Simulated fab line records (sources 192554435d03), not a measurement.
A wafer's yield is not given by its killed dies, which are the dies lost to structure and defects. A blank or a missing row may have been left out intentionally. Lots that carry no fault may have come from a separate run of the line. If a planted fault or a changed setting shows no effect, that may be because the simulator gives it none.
Chamber matching + flow n5_finfet + pecvd-02 running N5_BEOL_M1_ILD_DEP_00: 3 sister chambers
The step deposits SiOC from DEMS/O2, target thk 79 nm, time 15.3 s. 16 wafers are shown with their chamber, then 8 later ones without.

WAFERS PAIRED WITH THEIR CHAMBERS
| wafer  | chamber | throttle_valve_pct (%) | heater_power_outer_w (W) | heater_power_w (W) |
|--------|---------|------------------------|--------------------------|--------------------|
| L075.2 | 0       | 13.4                   | 199                      | 429                |
| L075.3 | 1       | 12.3                   | 284                      | 476                |
| L075.5 | 1       | 12.2                   | 284                      | 483                |
| L076.2 | 1       | 12.5                   | 245                      | 436                |
| L076.4 | 1       | 12.5                   | 241                      | 437                |
| L076.6 | 2       | 11.4                   | 283                      | 538                |
| L077.2 | 2       | 11.2                   | 233                      | 473                |
| L077.4 | 0       | 13.2                   | 230                      | 476                |
| L077.5 | 2       | 11.1                   | 243                      | 501                |
| L086.4 | 1       | 12.5                   | 278                      | 494                |
| L086.5 | 0       | 13.2                   | 202                      | 426                |
| L086.6 | 2       | 11.2                   | 261                      | 514                |
| L087.3 | 0       | 13.3                   | 209                      | 444                |
| L087.4 | 1       | 12.4                   | 250                      | 443                |
| L087.6 | 0       | 13.1                   | 209                      | 444                |
| L088.1 | 2       | 11.2                   | 246                      | 502                |

SIGNATURES (averages over the wafers above)
| reading              | chamber 0 | chamber 1 | chamber 2 | scatter within a chamber |
|----------------------|-----------|-----------|-----------|--------------------------|
| throttle_valve_pct   | 13.240    | 12.400    | 11.220    | 0.118                    |
| heater_power_outer_w | 209.80    | 263.67    | 253.20    | 17.9                     |
| heater_power_w       | 443.80    | 461.50    | 505.60    | 23.4                     |
Rule: a wafer lies at a distance from a chamber equal to the root of the sum of squares, over the readings, of (its reading less the chamber's mean, divided by the reading's scatter). The wafer belongs to the nearest chamber; if the next one is less than 2 further off, it can't be placed. The scatter is the square root of a quotient: the sum, over the shown wafers, of each reading's squared deviation from its chamber's mean, divided by wafers minus chambers.

WAFERS WITH NO CHAMBER GIVEN
| wafer  | throttle_valve_pct (%) | heater_power_outer_w (W) | heater_power_w (W) |
|--------|------------------------|--------------------------|--------------------|
| L088.4 | 11.6                   | 253                      | 509                |
| L088.6 | 13.2                   | 212                      | 457                |
| L091.1 | 13.4                   | 249                      | 482                |
| L091.3 | 12.5                   | 263                      | 451                |
| L091.6 | 12.5                   | 263                      | 461                |
| L093.2 | 11.1                   | 266                      | 525                |
| L093.4 | 11.2                   | 272                      | 522                |
| L093.6 | 13.3                   | 215                      | 447                |

WHICH CHAMBER EACH WENT THROUGH
| wafer  | from the rows above | in truth |
|--------|---------------------|----------|
| L088.4 | 2                   | 2        |
| L088.6 | 0                   | 0        |
| L091.1 | 0                   | 0        |
| L091.3 | 1                   | 1        |
| L091.6 | 1                   | 1        |
| L093.2 | 2                   | 2        |
| L093.4 | 2                   | 2        |
| L093.6 | 0                   | 0        |
Placed correctly: 8 of 8. Can't be placed from these rows: 0. Number placed wrongly: 0.
